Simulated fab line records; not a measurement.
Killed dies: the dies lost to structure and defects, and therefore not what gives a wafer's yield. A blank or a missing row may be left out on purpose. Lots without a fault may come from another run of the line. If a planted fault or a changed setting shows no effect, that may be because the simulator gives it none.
Which tool is to blame? ; flow nand_harc ; Sampling: 14 lots, 40 wafers, 5 of 1159 route steps

== WHAT THE GAUGES SHOWED, per wafer ==
NHARC_A_CONTACT_CD_MEAS_42 targets a cd of 200 nm.
lot;measured;on;cd_nm (nm)
L846;day 16 04:44;cd_sem-01;200.4 200.7 200.3
L849;day 16 16:22;cd_sem-03;199.6 200.5 199.7
L852;day 17 18:34;cd_sem-02;200.7 200.5 199.8
L851;day 17 20:45;cd_sem-03;199.9 199.4 199.7
L855;day 18 11:20;cd_sem-02;200.5 200.9 201.2
L853;day 18 09:12;cd_sem-01;199.6 200.9 200.6
L854;day 18 20:55;cd_sem-03;200.5 200.9 200.3
L857;day 19 14:25;cd_sem-02;200.4 200.2
L861;day 19 16:31;cd_sem-03;199.6 199.6 200.3
L859;day 19 16:54;cd_sem-03;199.5 200.5
L858;day 19 18:23;cd_sem-03;200.6 199.5 199.6
L865;day 21 13:39;cd_sem-01;199.4 199.5 200.5
L868;day 22 13:28;cd_sem-03;200.0 200.9 201.1
L869;day 23 01:48;cd_sem-01;199.6 200.5 200.3

NHARC_END_SORT_01.
lot;measured;on;killed_at_array;killed_at_other;killed_at_periphery;killed_dies;killed_open;killed_short
L853;day 21 12:30;prober-01;28 24;1 0;2 4;31 28;3 4;2 1
L854;day 22 04:32;prober-02;27;0;3;30;2;1
L857;day 23 02:30;prober-01;18 26;1 0;2 6;21 32;2 4;0 3
L859;day 23 00:40;prober-02;12 10;0 0;2 2;14 12;4 3;0 1

== EACH LOT AND THE TOOL THAT RAN IT (in order: tool; ch and the chambers of the sampled wafers; start) ==
lot;NHARC_A_WL_FILL_ETCHBACK_04;NHARC_A_WL_FILL_ETCHBACK_05;NHARC_A_CONTACT_DEP_24
L846;rie_metal-02 ch 0,1, day 15 03:02;rie_metal-02 ch 0,1, day 15 03:14;pecvd-01 ch 0,2, day 16 01:16
L849;rie_metal-03 ch 0,1, day 15 11:59;rie_metal-03 ch 0,1, day 15 12:14;pecvd-03 ch 0,2, day 16 10:04
L852;rie_metal-01 ch 0,1, day 16 14:58;rie_metal-01 ch 0,1, day 16 15:10;pecvd-03 ch 0,1,2, day 17 12:58
L851;rie_metal-02 ch 0,1, day 16 16:23;rie_metal-02 ch 0,1, day 16 16:36;pecvd-02 ch 0,1, day 17 15:47
L855;rie_metal-03 ch 0,1, day 17 07:45;rie_metal-03 ch 0,1, day 17 07:59;pecvd-02 ch 0,1, day 18 05:57
L853;rie_metal-01 ch 0,1, day 17 10:45;rie_metal-01 ch 0,1, day 17 10:55;pecvd-01 ch 0,1,2, day 18 05:43
L854;rie_metal-01 ch 0,1, day 17 17:46;rie_metal-01 ch 0,1, day 17 17:58;pecvd-02 ch 0,2, day 18 16:47
L857;rie_metal-02 ch 0,1, day 18 07:38;rie_metal-02 ch 0, day 18 07:47;pecvd-02 ch 0,1, day 19 08:19
L861;rie_metal-01 ch 0,1, day 18 07:42;rie_metal-01 ch 0,1, day 18 07:56;pecvd-03 ch 0,2, day 19 12:03
L859;rie_metal-03 ch 0,1, day 18 10:22;rie_metal-03 ch 1, day 18 10:35;pecvd-02 ch 0,1, day 19 07:47
L858;rie_metal-02 ch 0,1, day 18 10:35;rie_metal-02 ch 0,1, day 18 10:49;pecvd-03 ch 0,1,2, day 19 14:14
L865;rie_metal-03 ch 0,1, day 20 06:35;rie_metal-03 ch 0,1, day 20 06:50;pecvd-01 ch 0,1, day 21 08:20
L868;rie_metal-02 ch 0,1, day 21 10:24;rie_metal-02 ch 0,1, day 21 10:40;pecvd-01 ch 1,2, day 22 07:56
L869;rie_metal-02 ch 0,1, day 21 14:44;rie_metal-02 ch 0, day 21 14:59;pecvd-01 ch 1,2, day 22 21:08
- NHARC_A_WL_FILL_ETCHBACK_04: etches the open film in NF3, target depth 60 nm, time 120 s.
- NHARC_A_WL_FILL_ETCHBACK_05: etches the open film in Cl2/BCl3, target depth 22 nm, time 60 s.
- NHARC_A_CONTACT_DEP_24: deposits SiO2, target thk 500 nm.

== WHAT THE TOOLS THEMSELVES READ (means of the sampled wafers that have a number; where no wafer has one, the mark that the record gives instead) ==
NHARC_A_WL_FILL_ETCHBACK_04.
lot;tool;drypump_motor_current_A (A);oes_product_au (a.u.)
L846;rie_metal-02;5.8;0.994
L849;rie_metal-03;5.6;1.011
L852;rie_metal-01;6.0;1.003
L851;rie_metal-02;6.0;0.981
L855;rie_metal-03;5.6;1.012
L853;rie_metal-01;6.0;1.007
L854;rie_metal-01;6.0;0.996
L857;rie_metal-02;5.9;0.998
L861;rie_metal-01;6.0;1.009
L859;rie_metal-03;5.7;0.989
L858;rie_metal-02;5.7;1.000
L865;rie_metal-03;5.6;1.002
L868;rie_metal-02;6.0;0.988
L869;rie_metal-02;5.7;0.994

NHARC_A_WL_FILL_ETCHBACK_05.
lot;tool;drypump_motor_current_A (A);oes_product_au (a.u.)
L846;rie_metal-02;6.0;0.990
L849;rie_metal-03;5.8;1.006
L852;rie_metal-01;5.9;1.001
L851;rie_metal-02;6.0;0.984
L855;rie_metal-03;5.6;1.004
L853;rie_metal-01;5.7;0.995
L854;rie_metal-01;5.7;1.001
L857;rie_metal-02;5.4;0.988
L861;rie_metal-01;6.0;0.999
L859;rie_metal-03;5.4;1.010
L858;rie_metal-02;6.0;0.997
L865;rie_metal-03;5.8;1.002
L868;rie_metal-02;6.1;1.001
L869;rie_metal-02;5.4;0.981

NHARC_A_CONTACT_DEP_24.
lot;tool;heater_power_w (W);rf_fwd_power_W (W);showerhead_vpp_V (V);susceptor_temp_C (C);throttle_valve_pct (%)
L846;pecvd-01;605;901.3;1860;399.91;15.6
L849;pecvd-03;527;899.1;1886;400.10;16.4
L852;pecvd-03;488;898.9;1898;400.07;15.9
L851;pecvd-02;531;900.1;1853;400.04;15.3
L855;pecvd-02;526;895.6;1840;399.93;15.2
L853;pecvd-01;549;897.1;1833;399.90;16.1
L854;pecvd-02;490;900.5;1775;399.90;15.1
L857;pecvd-02;592;717.6;1610;400.37;15.4
L861;pecvd-03;553;898.2;1912;400.14;16.5
L859;pecvd-02;614;716.2;1612;400.12;15.4
L858;pecvd-03;497;899.5;1909;399.87;16.1
L865;pecvd-01;533;896.4;1777;400.05;15.9
L868;pecvd-01;593;900.1;1894;400.04;16.0
L869;pecvd-01;514;897.3;1878;400.05;16.1

== THE ANSWER, worked out from the rows above alone ==
Rule: the usual values come from the lots themselves. Put in order of their means at a reading, lots are off if they are a third of the lots or fewer, leave a main group of 4 or more, and stand apart from it by a gap of 3 or more times the standard deviation of the main group's means; of several such gaps the widest counts. The tables above print the reading to a certain number of digits; a main group whose means all agree to those digits is not used. A lot without any number at a reading at which 4 lots or more have one is off too. Where the step has rows for the other lots, those lots are counted as sound. After the gauges, taken in route order, come the tools' own readings; for these a lot's mean is taken, as printed above. The first step at which some lot is off is used, and at that step the reading that is off furthest; a lot without a number counts as furthest.
Off at NHARC_A_CONTACT_DEP_24 (rf_fwd_power_W): L857, L859. For the main group the mean is 898.7 W and the standard deviation 1.7.
If a tool, at that step or one of the process steps before it, ran each lot that is off and ran no sound lot following the first of them, it fits. One fits: pecvd-02 at NHARC_A_CONTACT_DEP_24. A fault onset in the window from L854 (day 18 16:47, its last sound lot) to L859 (day 19 07:47, its first lot off) fits.
The tool's own readings at NHARC_A_CONTACT_DEP_24 bear it out: on the lots that are off they differ by more than 5 times the standard deviation of the sound lots' means. rf_fwd_power_W reads 716.9 W there against 898.7 W on the sound lots; showerhead_vpp_V reads 1611 V there against 1860 V on the sound lots.

== WHAT WAS PUT IN BY THE SIMULATOR ==
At NHARC_A_CONTACT_DEP_24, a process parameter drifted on pecvd-02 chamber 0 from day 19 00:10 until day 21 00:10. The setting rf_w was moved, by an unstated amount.
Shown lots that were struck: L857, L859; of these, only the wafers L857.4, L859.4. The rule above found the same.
